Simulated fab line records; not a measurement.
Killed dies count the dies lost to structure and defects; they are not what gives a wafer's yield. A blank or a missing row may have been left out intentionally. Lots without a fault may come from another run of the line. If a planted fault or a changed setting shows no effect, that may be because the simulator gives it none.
Comparing a struck lot with a sound one | flow nandHarc | 27 out of 1302 route steps
Sound: wafers L356.3, L356.4, L356.6. The struck wafers were L369.2, L369.3, L369.4. At the end, the cause is stated.
Each step with rows lists, per side, the tool, then ch with its chambers, then its first start. Under that, the readings that differ: sound wafers | struck wafers | difference of the means | sigmas: that difference in standard deviations of wafers without a fault.
alike: words and numbers the same on both sides, and readings whose means are apart by under 2 such deviations; not compared: readings that were withheld, readings missing a value for some wafer, numbers with overlapping values and no deviation given by the record, and bounds like >300 which may hide the same value.
A row with sigmas, a row that says differs or no value, or rows on one side alone: a step with any of these is where the two part. Numbers that have no deviation but don't overlap get no sigmas and don't part them. Lack of a reading on every wafer of one side parts them only where that side has two or more wafers.

first, 6 steps without rows for these wafers: NHARC_A_ONON_D2_DEP_03 (target thk 1000 nm); NHARC_A_ONON_D2_DEP_06 (target thk 1000 nm); NHARC_A_ONON_D2_DEP_09 (target thk 1000 nm); NHARC_A_ONON_D2_DEP_12 (target thk 1000 nm); NHARC_A_ONON_D2_ANNEAL_15 (time 3600 s); NHARC_A_ONON_D2_DEP_16 (target thk 1000 nm).
NHARC_A_ONON_D2_DEP_19: target thk 1000 nm.
  sound on pecvdOnon-04 ch 0, day 14 12:56; struck on pecvdOnon-04 ch 0, day 20 14:55
then, 19 steps without rows for these wafers: NHARC_A_ONON_D2_DEP_22 (target thk 1000 nm); NHARC_A_ONON_D2_DEP_25 (target thk 1000 nm); NHARC_A_ONON_D2_DEP_28 (target thk 1000 nm); NHARC_A_ONON_D2_DEP_33 (deposits SiO2, target thk 200 nm); NHARC_A_CHANNEL_HOLE_D2_DEP_00 (deposits aC, target thk 3100 nm); NHARC_A_CHANNEL_HOLE_D2_DEP_01 (deposits SiON, target thk 140 nm); NHARC_A_CHANNEL_HOLE_D2_DEHYDRATE_02 (time 120 s); NHARC_A_CHANNEL_HOLE_D2_HMDS_03 (time 30 s); NHARC_A_CHANNEL_HOLE_D2_COAT_36 (time 75 s); NHARC_A_CHANNEL_HOLE_D2_COAT_37 (time 65 s); NHARC_A_CHANNEL_HOLE_D2_COAT_04 (resist thk 90 nm); NHARC_A_CHANNEL_HOLE_D2_SOFTBAKE_05 (time 55 s); NHARC_A_CHANNEL_HOLE_D2_EBR_06; NHARC_A_CHANNEL_HOLE_D2_EXPOSE_07 (exposes mask HOLE D2, target cd 100 nm); NHARC_A_CHANNEL_HOLE_D2_PEB_08 (peb time 65 s); NHARC_A_CHANNEL_HOLE_D2_DEVELOP_09 (develop time 35 s); NHARC_A_CHANNEL_HOLE_D2_DESCUM_15 (chemistry O2, time 3 s); NHARC_A_CHANNEL_HOLE_D2_ETCH_38 (etches the open film in CF4, target depth 39 nm, time 65 s); NHARC_A_CHANNEL_HOLE_D2_ETCH_39 (etches the open film in N2/H2, target depth 260 nm, time 325 s).
-- break in the record here, with 12 days between the starts of the struck wafers on either side (left off in module A_CHANNEL_HOLE_D2, picked up again in module END, where the first step shown is number 1302 on the route) --
NHARC_END_SORT_01:
  sound on prober-01 ch 0, day 26 08:40; struck on prober-01 ch 0, day 32 04:56
reading       | sound    | struck      | difference | sigmas
killedAtArray | 78 93 80 | 165 157 165 | +79        | +4
killedDies    | 79 95 83 | 168 165 167 | +81        | +4
  alike: killedAtOther, killedAtPeriphery, killedOpen, killedShort

== WHERE THEY PART ==
Within this record, at NHARC_END_SORT_01 only.

WHY: what the simulator had put in
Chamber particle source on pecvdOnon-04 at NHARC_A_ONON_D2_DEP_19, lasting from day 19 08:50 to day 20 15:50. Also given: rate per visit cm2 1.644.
